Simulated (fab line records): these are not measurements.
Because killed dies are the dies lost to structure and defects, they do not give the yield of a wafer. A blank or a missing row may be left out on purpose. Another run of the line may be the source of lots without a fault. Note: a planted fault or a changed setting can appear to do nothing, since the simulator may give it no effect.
Chamber matching + flow n5 finfet + N5_BEOL_M7_DEP_56 on pecvd-04 has 3 sister chambers
The step deposits SiCN from 3MS/NH3, target thk 10 nm, time 17.5 s. 3 wafers are shown with their chamber, then 12 later ones without.

## WAFERS WITH THEIR CHAMBER
| wafer  | chamber | throttle valve pct (%) |
|--------|---------|------------------------|
| L082.1 | 0       | 10.2                   |
| L082.4 | 1       | 8.6                    |
| L082.5 | 2       | 8.8                    |

## WAFERS MISSING THEIR CHAMBER
| wafer  | throttle valve pct (%) |
|--------|------------------------|
| L090.1 | 10.0                   |
| L090.2 | 8.5                    |
| L090.3 | 8.7                    |
| L094.1 | 10.3                   |
| L094.4 | 8.4                    |
| L094.6 | 8.8                    |
| L096.1 | 10.5                   |
| L096.2 | 8.9                    |
| L096.5 | 8.8                    |
| L097.1 | 8.7                    |
| L097.4 | 8.8                    |
| L097.6 | 10.4                   |

## CHAMBER TAKEN BY EACH
| wafer  | from the rows above     | in truth |
|--------|-------------------------|----------|
| L090.1 | 0                       | 0        |
| L090.2 | can't be placed: 1 or 2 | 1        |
| L090.3 | can't be placed: 1 or 2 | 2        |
| L094.1 | 0                       | 0        |
| L094.4 | can't be placed: 1 or 2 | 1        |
| L094.6 | can't be placed: 2 or 1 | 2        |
| L096.1 | 0                       | 0        |
| L096.2 | can't be placed: 2 or 1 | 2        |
| L096.5 | can't be placed: 2 or 1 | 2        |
| L097.1 | can't be placed: 1 or 2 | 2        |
| L097.4 | can't be placed: 2 or 1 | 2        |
| L097.6 | 0                       | 0        |
Correct placement for 4 of the 12. Cannot be placed on the basis of these rows: 8; the candidates contain the true chamber in 8. Placed wrongly: 0.
How it was worked out, from the rows above alone: a wafer's distance from a chamber is the root of the sum, over the readings, of the square of ((its reading less the chamber's mean) divided by the reading's scatter). The wafer belongs to the nearest chamber; if the next one is less than 2 further off, it can't be placed. The mean given for a chamber averages the wafers shown for that chamber. The scatter: root of mean squared gap, hidden wafer to nearest shown wafer, with one shown wafer a chamber.
